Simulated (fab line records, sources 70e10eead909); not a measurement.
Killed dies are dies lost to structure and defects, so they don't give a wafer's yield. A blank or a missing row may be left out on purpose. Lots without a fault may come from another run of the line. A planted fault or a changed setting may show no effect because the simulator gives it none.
Chamber matching | flow nand_harc | NHARC_A_WL_FILL_ALD_02 on ald_metal-04: 4 sister chambers
The step deposits TiN, target thk 2 nm, pulse time 3 s, ald cycles 100. 14 wafers are shown with their chamber, then 7 later ones without.

WAFERS WITH THEIR CHAMBER
wafer  | chamber | heater_power_w (W) | precursor_pulse_height_rel
L078.3 | 0       | 1034               | 1.004
L078.4 | 1       | 1193               | 0.974
L078.6 | 3       | 1088               | 0.966
L079.1 | 3       | 1097               | 0.991
L079.3 | 1       | 1166               | 0.977
L079.4 | 0       | 1002               | 1.011
L082.3 | 2       | 1241               | 1.043
L082.4 | 0       | 1013               | 0.982
L082.6 | 1       | 1204               | 0.987
L086.3 | 0       | 999                | 0.973
L086.4 | 2       | 1230               | 0.993
L086.6 | 2       | 1250               | 1.029
L089.3 | 0       | 1037               | 0.991
L089.5 | 2       | 1259               | 1.013

SIGNATURES (means of the wafers above)
reading                    | chamber 0 | chamber 1 | chamber 2 | chamber 3 | scatter within a chamber
heater_power_w             | 1017.00   | 1187.67   | 1245.00   | 1092.50   | 15.9
precursor_pulse_height_rel | 0.99220   | 0.97933   | 1.01950   | 0.97850   | 0.0166
Rule: a wafer's distance from a chamber is the root of the sum, over the readings, of the square of ((its reading less the chamber's mean) divided by the reading's scatter). The wafer belongs to the nearest chamber; if the next one is less than 2 further off, it can't be placed. The scatter: the root of (the sum of the squares of (reading less its chamber's mean) over the shown wafers, divided by (wafers less chambers)).

WAFERS WITHOUT THEIR CHAMBER
wafer  | heater_power_w (W) | precursor_pulse_height_rel
L089.6 | 1228               | 0.969
L093.1 | 1028               | 0.989
L093.2 | 1256               | 1.028
L093.5 | 1067               | 1.026
L096.1 | 1183               | 0.965
L096.2 | 1054               | 1.005
L096.4 | 1139               | 0.970

WHICH CHAMBER EACH WENT THROUGH
wafer  | from the rows above     | in truth
L089.6 | can't be placed: 1 or 2 | 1
L093.1 | 0                       | 0
L093.2 | 2                       | 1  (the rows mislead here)
L093.5 | can't be placed: 3 or 0 | 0
L096.1 | 1                       | 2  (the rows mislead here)
L096.2 | can't be placed: 0 or 3 | 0
L096.4 | can't be placed: 3 or 1 | 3
Placed correctly: 1 of 7. Can't be placed from these rows: 4 (the true chamber is among the candidates in 4). Placed wrongly: 2.
